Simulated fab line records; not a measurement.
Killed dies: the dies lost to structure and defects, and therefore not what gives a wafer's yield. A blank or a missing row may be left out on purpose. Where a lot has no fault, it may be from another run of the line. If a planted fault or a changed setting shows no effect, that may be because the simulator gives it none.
Commonality check across tools :: flow nand harc :: 11 lots, 33 wafers sampled

== THE REASON FOR OPENING IT ==
At NHARC_P_M2_THK_MEAS_24 the reading thk nm is flagged on 2 of 11 lots. Fault-free wafers read 144.0 nm, with a standard deviation of 1.5.
Rule: flag the lot when none of its wafers has a number, or when each of its wafers that has one lies beyond 4 standard deviations from that mean. The other lots count as sound.

lot: L265
measured: day 6 10:19
on: film metro-02
thk nm (nm), wafer by wafer: 145.3 143.6 144.9
flag: 

lot: L267
measured: day 6 22:38
on: film metro-02
thk nm (nm), wafer by wafer: 144.0 142.9 144.9
flag: 

lot: L270
measured: day 7 09:45
on: film metro-02
thk nm (nm), wafer by wafer: 145.9 143.5 145.0
flag: 

lot: L271
measured: day 7 17:26
on: film metro-01
thk nm (nm), wafer by wafer: 142.6 142.3 145.8
flag: 

lot: L274
measured: day 8 08:19
on: film metro-01
thk nm (nm), wafer by wafer: 141.8 143.8 145.9
flag: 

lot: L275
measured: day 8 22:59
on: film metro-02
thk nm (nm), wafer by wafer: 28.0 29.5 28.8
flag: FLAGGED

lot: L276
measured: day 8 23:59
on: film metro-02
thk nm (nm), wafer by wafer: 29.1 28.7 31.7
flag: FLAGGED

lot: L279
measured: day 9 19:46
on: film metro-02
thk nm (nm), wafer by wafer: 146.3 144.3 145.7
flag: 

lot: L281
measured: day 10 00:50
on: film metro-02
thk nm (nm), wafer by wafer: 143.5 144.0 143.7
flag: 

lot: L283
measured: day 10 10:40
on: film metro-01
thk nm (nm), wafer by wafer: 144.0 144.5 144.0
flag: 

lot: L286
measured: day 11 10:29
on: film metro-01
thk nm (nm), wafer by wafer: 142.5 142.8 141.6
flag: 
The mean of the flagged lots' numbers is 29.3 nm, -114.7 nm from the usual (-76 standard deviations).

== EACH LOT AND THE TOOL IT RAN ON ==
Before the reading, the record contains 4 process steps out of a 1159-step route. Read each cell as the tool, then ch plus the chambers that the sampled wafers visited, then the start.
lot: L265
flag: 
NHARC_P_M1_PRE_CLEAN_32: pecvd-03 ch 1,2, day 6 06:23
NHARC_P_M2_ECD_22: ecd cu-02 ch 0,1, day 6 09:22
NHARC_P_M2_ANNEAL_31: rtp anneal-01 ch 0, day 6 09:45
NHARC_P_M2_CMP_23: cmp-04 ch 1,2,3, day 6 09:59

lot: L267
flag: 
NHARC_P_M1_PRE_CLEAN_32: pecvd-01 ch 0,1,2, day 6 18:39
NHARC_P_M2_ECD_22: ecd cu-01 ch 0,1, day 6 21:40
NHARC_P_M2_ANNEAL_31: rtp anneal-01 ch 0, day 6 22:02
NHARC_P_M2_CMP_23: cmp-02 ch 0,1, day 6 22:22

lot: L270
flag: 
NHARC_P_M1_PRE_CLEAN_32: pecvd-03 ch 1,2, day 7 05:41
NHARC_P_M2_ECD_22: ecd cu-01 ch 0,1, day 7 08:43
NHARC_P_M2_ANNEAL_31: rtp anneal-02 ch 0, day 7 09:05
NHARC_P_M2_CMP_23: cmp-04 ch 0,1, day 7 09:26

lot: L271
flag: 
NHARC_P_M1_PRE_CLEAN_32: pecvd-04 ch 0,2, day 7 12:57
NHARC_P_M2_ECD_22: ecd cu-02 ch 0,1, day 7 16:30
NHARC_P_M2_ANNEAL_31: rtp anneal-01 ch 0, day 7 16:53
NHARC_P_M2_CMP_23: cmp-02 ch 0,1,3, day 7 17:09

lot: L274
flag: 
NHARC_P_M1_PRE_CLEAN_32: pecvd-03 ch 0,1,2, day 8 04:18
NHARC_P_M2_ECD_22: ecd cu-01 ch 0,1, day 8 07:17
NHARC_P_M2_ANNEAL_31: rtp anneal-01 ch 0, day 8 07:43
NHARC_P_M2_CMP_23: cmp-03 ch 1,2,3, day 8 08:02

lot: L275
flag: FLAGGED
NHARC_P_M1_PRE_CLEAN_32: pecvd-01 ch 0,1, day 8 19:01
NHARC_P_M2_ECD_22: ecd cu-02 ch 0,1, day 8 21:58
NHARC_P_M2_ANNEAL_31: rtp anneal-01 ch 0, day 8 22:20
NHARC_P_M2_CMP_23: cmp-02 ch 0,2,3, day 8 22:43

lot: L276
flag: FLAGGED
NHARC_P_M1_PRE_CLEAN_32: pecvd-03 ch 0,1, day 8 20:00
NHARC_P_M2_ECD_22: ecd cu-02 ch 0,1, day 8 22:55
NHARC_P_M2_ANNEAL_31: rtp anneal-01 ch 0, day 8 23:19
NHARC_P_M2_CMP_23: cmp-03 ch 0,1,2, day 8 23:40

lot: L279
flag: 
NHARC_P_M1_PRE_CLEAN_32: pecvd-03 ch 0,1, day 9 15:40
NHARC_P_M2_ECD_22: ecd cu-02 ch 0,1, day 9 18:47
NHARC_P_M2_ANNEAL_31: rtp anneal-01 ch 0, day 9 19:09
NHARC_P_M2_CMP_23: cmp-03 ch 0,2,3, day 9 19:30

lot: L281
flag: 
NHARC_P_M1_PRE_CLEAN_32: pecvd-01 ch 1,2, day 9 20:37
NHARC_P_M2_ECD_22: ecd cu-02 ch 0,1, day 9 23:38
NHARC_P_M2_ANNEAL_31: rtp anneal-01 ch 0, day 10 00:10
NHARC_P_M2_CMP_23: cmp-03 ch 0,1, day 10 00:32

lot: L283
flag: 
NHARC_P_M1_PRE_CLEAN_32: pecvd-01 ch 0,1,2, day 10 06:41
NHARC_P_M2_ECD_22: ecd cu-02 ch 0,1, day 10 09:41
NHARC_P_M2_ANNEAL_31: rtp anneal-02 ch 0, day 10 10:04
NHARC_P_M2_CMP_23: cmp-03 ch 1,2,3, day 10 10:22

lot: L286
flag: 
NHARC_P_M1_PRE_CLEAN_32: pecvd-03 ch 0,1,2, day 11 06:34
NHARC_P_M2_ECD_22: ecd cu-01 ch 0,1, day 11 09:28
NHARC_P_M2_ANNEAL_31: rtp anneal-02 ch 0, day 11 09:50
NHARC_P_M2_CMP_23: cmp-03 ch 0,1,3, day 11 10:10
What is done by these steps:
- NHARC_P_M1_PRE_CLEAN_32: time 12 s.
- NHARC_P_M2_ECD_22: material Cu, target thk 400 nm.
- NHARC_P_M2_ANNEAL_31: time 90 s.
- NHARC_P_M2_CMP_23: polishes, t overpolish 20 s, target thk 144.3 nm.
- NHARC_P_M2_THK_MEAS_24: measures by xrf.

== FLAGGED OVER TOTAL, TOOL BY TOOL (the gauges that took the reading come last) ==
step: NHARC_P_M1_PRE_CLEAN_32
tool: pecvd-01
lots run: 4
flagged: 1
share of the flagged lots: some
sound lots run after its first flagged lot: 2 (L281,L283)

step: NHARC_P_M1_PRE_CLEAN_32
tool: pecvd-03
lots run: 6
flagged: 1
share of the flagged lots: some
sound lots run after its first flagged lot: 2 (L279,L286)

step: NHARC_P_M1_PRE_CLEAN_32
tool: pecvd-04
lots run: 1
flagged: 0
share of the flagged lots: none
sound lots run after its first flagged lot: -

step: NHARC_P_M2_ECD_22
tool: ecd cu-01
lots run: 4
flagged: 0
share of the flagged lots: none
sound lots run after its first flagged lot: -

step: NHARC_P_M2_ECD_22
tool: ecd cu-02
lots run: 7
flagged: 2
share of the flagged lots: all
sound lots run after its first flagged lot: 3 (L279,L281,L283)

step: NHARC_P_M2_ANNEAL_31
tool: rtp anneal-01
lots run: 8
flagged: 2
share of the flagged lots: all
sound lots run after its first flagged lot: 2 (L279,L281)

step: NHARC_P_M2_ANNEAL_31
tool: rtp anneal-02
lots run: 3
flagged: 0
share of the flagged lots: none
sound lots run after its first flagged lot: -

step: NHARC_P_M2_CMP_23
tool: cmp-02
lots run: 3
flagged: 1
share of the flagged lots: some
sound lots run after its first flagged lot: 0

step: NHARC_P_M2_CMP_23
tool: cmp-03
lots run: 6
flagged: 1
share of the flagged lots: some
sound lots run after its first flagged lot: 4 (L279,L281,L283,L286)

step: NHARC_P_M2_CMP_23
tool: cmp-04
lots run: 2
flagged: 0
share of the flagged lots: none
sound lots run after its first flagged lot: -

step: NHARC_P_M2_THK_MEAS_24
tool: film metro-01
lots run: 4
flagged: 0
share of the flagged lots: none
sound lots run after its first flagged lot: -

step: NHARC_P_M2_THK_MEAS_24
tool: film metro-02
lots run: 7
flagged: 2
share of the flagged lots: all
sound lots run after its first flagged lot: 2 (L279,L281)

== WHAT IS ALLOWED BY THE TABLE ==
All flagged lots were run by 3 table rows, namely ecd cu-02 at NHARC_P_M2_ECD_22, rtp anneal-01 at NHARC_P_M2_ANNEAL_31, film metro-02 at NHARC_P_M2_THK_MEAS_24.
- ecd cu-02 at NHARC_P_M2_ECD_22: 2 of its 7 lots flagged. After the first flagged lot (L279, L281, L283), sound lots still ran on it; a lasting fault on the whole tool would not permit that. On the flagged lots its readings are blank where sound lots have values: bath heat duty pct, bath temp c.
- rtp anneal-01 at NHARC_P_M2_ANNEAL_31: 2 of its 8 lots flagged. After the first flagged lot (L279, L281), sound lots still ran on it; a lasting fault on the whole tool would not permit that.
- film metro-02 at NHARC_P_M2_THK_MEAS_24: 2 of its 7 lots flagged. After the first flagged lot (L279, L281), sound lots still ran on it; a lasting fault on the whole tool would not permit that.
Every row of the table either missed a flagged lot or ran a sound lot after the first.

== WHAT HAD BEEN PUT IN BY THE SIMULATOR ==
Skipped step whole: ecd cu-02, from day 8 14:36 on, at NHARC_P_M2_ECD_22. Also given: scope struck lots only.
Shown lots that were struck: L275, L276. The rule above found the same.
